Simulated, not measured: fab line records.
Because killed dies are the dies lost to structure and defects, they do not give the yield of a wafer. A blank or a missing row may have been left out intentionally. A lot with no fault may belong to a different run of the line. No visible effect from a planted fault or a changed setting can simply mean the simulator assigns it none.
Split-lot trial ; flow n5Finfet ; 21 wafers read from 7 lots, route of 1938 steps

== ON THE SPLIT ==
At N5_BEOL_M10_VIA_ETCH_34 (etches SiCOH lowk in C4F6/O2, target depth 184.5 nm, time 69.2 s), the setting timeS was moved away from the recipe's 69.2 s on 7 of the 21 wafers read, by -14.5% to +17.3%. For the rest of the wafers, this setting stayed at what the recipe calls for.

The split's own step is where the reading is taken.

== THE READING ==
SOC_of_BEOL_M10_COAT_63.thkNm (the simulator's own value, which no gauge read), in nm, at N5_BEOL_M10_VIA_ETCH_34 (etches SiCOH lowk in C4F6/O2, target depth 184.5 nm, time 69.2 s). There is no usual value for it anywhere in the file. Across the 14 wafers here that went through the recipe, the average is 92.2 nm and the standard deviation 0.26 nm.

wafer;tool, chamber at the split;timeS as run, s;against the recipe;SOC_of_BEOL_M10_COAT_63.thkNm, nm;against lot-mates on the recipe
L074.2;rieDiel-02, 2;69.2;recipe;92.4;-
L074.3;rieDiel-02, 0;69.2;recipe;92.2;-
L074.5;rieDiel-02, 2;69.2;recipe;92.4;-
L081.3;rieDiel-04, 1;69.2;recipe;92.4;-
L081.4;rieDiel-04, 0;69.2;recipe;92.2;-
L081.5;rieDiel-04, 0;81.19;+17.3%;90.6;-1.7
L084.1;rieDiel-04, 1;69.2;recipe;92.4;-
L084.4;rieDiel-04, 2;69.2;recipe;92.6;-
L084.6;rieDiel-04, 0;69.2;recipe;92.2;-
L092.1;rieDiel-05, 0;59.2;-14.5%;92.8;+0.8
L092.3;rieDiel-05, 3;59.2;-14.5%;93.4;+1.4
L092.4;rieDiel-05, 1;69.2;recipe;92;-
L088.2;rieDiel-05, 2;69.2;recipe;91.6;-
L088.5;rieDiel-05, 0;69.2;recipe;92.2;-
L088.6;rieDiel-05, 3;65.1;-5.9%;93;+1.1
L089.2;rieDiel-04, 0;79.87;+15.4%;90.6;-1.3
L089.5;rieDiel-04, 0;69.2;recipe;91.8;-
L089.6;rieDiel-04, 3;69.2;recipe;92;-
L093.1;rieDiel-05, 2;64.08;-7.4%;92.2;+0.2
L093.5;rieDiel-05, 0;69.2;recipe;92;-
L093.6;rieDiel-05, 1;64.08;-7.4%;92.4;+0.4

FIT RESULTS
A straight line over all 21 wafers: SOC_of_BEOL_M10_COAT_63.thkNm changes by -0.0785 nm for each +1% of timeS; r = -0.89; the points scatter about the line by 0.31 nm.
The same after taking each lot's own level away (the mean of its wafers on the recipe; 21 wafers): -0.0842 nm for each +1%; r = -0.93; scatter 0.25 nm.
On that fit, the largest move of timeS shifts the reading by 1.5 nm.
From 91.90 to 92.40 nm: that is the span of the lots' own levels, equal to 1.9 times the standard deviation above.
So the lot-to-lot level changes the slope little: the two slopes agree.
Check: for one of the wafers moved furthest among these (+17.3%), held out of the fit, the line's prediction against its lot-mates is -1.37 nm. It came out at -1.7 nm against them.

== OTHER SPLITS ON THESE WAFERS ==
Before the reading, these wafers also passed through other splits. Each is held against what the fit with the lots' levels taken away leaves over:
other split on the same wafers;wafers away from the commonest value;r with SOC_of_BEOL_M10_COAT_63.thkNm (lot level and that fit taken away)
N5_BEOL_M9_EXPOSE_08 doseMj;6;+0.15
N5_BEOL_M10_COAT_60 spinRpm;8;+0.35
N5_BEOL_M10_DEVELOP_10 developTimeS;7;-0.04

== THE WHOLE CHAIN: every reading that the file lists as answering this split, in the file's order ==
step;what it does;reading;change (the file's fit);r (the file's)
N5_BEOL_M10_VIA_ETCH_34;etches SiCOH lowk in C4F6/O2, target depth 184.5 nm, time 69.2 s;etch.depthNm (the simulator's own value, which no gauge read);+1.91 nm for each +1% of the setting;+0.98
N5_BEOL_M10_VIA_ETCH_34;etches SiCOH lowk in C4F6/O2, target depth 184.5 nm, time 69.2 s;SOC_of_BEOL_M10_COAT_63.thkNm (the simulator's own value, which no gauge read);-0.0886 nm for each +1% of the setting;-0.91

== THE FILE'S OWN FIT ==
SOC_of_BEOL_M10_COAT_63.thkNm changes by -0.0886 nm for each +1% of timeS, r = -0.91.
